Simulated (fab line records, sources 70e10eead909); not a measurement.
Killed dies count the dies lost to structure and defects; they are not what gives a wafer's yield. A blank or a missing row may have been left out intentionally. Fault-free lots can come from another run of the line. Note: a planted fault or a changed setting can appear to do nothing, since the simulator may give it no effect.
Which tool is to blame? | flow nand harc | at 1 step of a route of 1159, 12 lots with 36 wafers sampled

WHAT EACH GAUGE READ, for each wafer
NHARC_P_CONTACT_CD_MEAS_12: target cd 90 nm.
lot  | measured     | on        | cd nm (nm)
L075 | day 6 03:07  | cd sem-01 | 89.7 90.1 89.7
L077 | day 6 09:29  | cd sem-03 | 89.3 89.9 89.9
L078 | day 6 19:15  | cd sem-03 | 90.5 90.3 90.6
L081 | day 7 08:06  | cd sem-03 | 89.8 90.0 90.3
L082 | day 7 17:41  | cd sem-02 | 89.5 90.0 90.0
L084 | day 8 08:53  | cd sem-03 | 89.5 90.4 90.0
L088 | day 8 21:51  | cd sem-02 | 90.2 90.6 90.3
L089 | day 9 11:06  | cd sem-01 | 89.7 89.9 90.1
L092 | day 9 22:26  | cd sem-02 | 90.1 89.9 90.2
L093 | day 10 04:29 | cd sem-03 | 89.8 89.1 90.2
L095 | day 10 15:43 | cd sem-02 | 89.0 89.2 88.9
L096 | day 11 03:02 | cd sem-01 | 90.2 89.9 89.9

WHAT TOOL EACH LOT RAN ON (gives the tool, then ch and the chambers of the sampled wafers, and finally the start)
Before these readings, the record contains no process step.

THE ANSWER, worked out from the rows above alone
Rule: what is usual is taken from the lots themselves. Put in order of their means at a reading, lots are off if they are a third of the lots or fewer, leave a main group of 4 or more, and stand apart from it by a gap of 3 or more times the standard deviation of the main group's means; of several such gaps the widest counts. If all means in a main group match to the digits the tables above print for the reading, that group is not used. Also off: a lot with no number at a reading for which 4 or more lots have one. All remaining lots with rows at the step are treated as sound.
Nothing can be told from this: no lot is off at any reading shown.

WHAT THE SIMULATOR PUT IN
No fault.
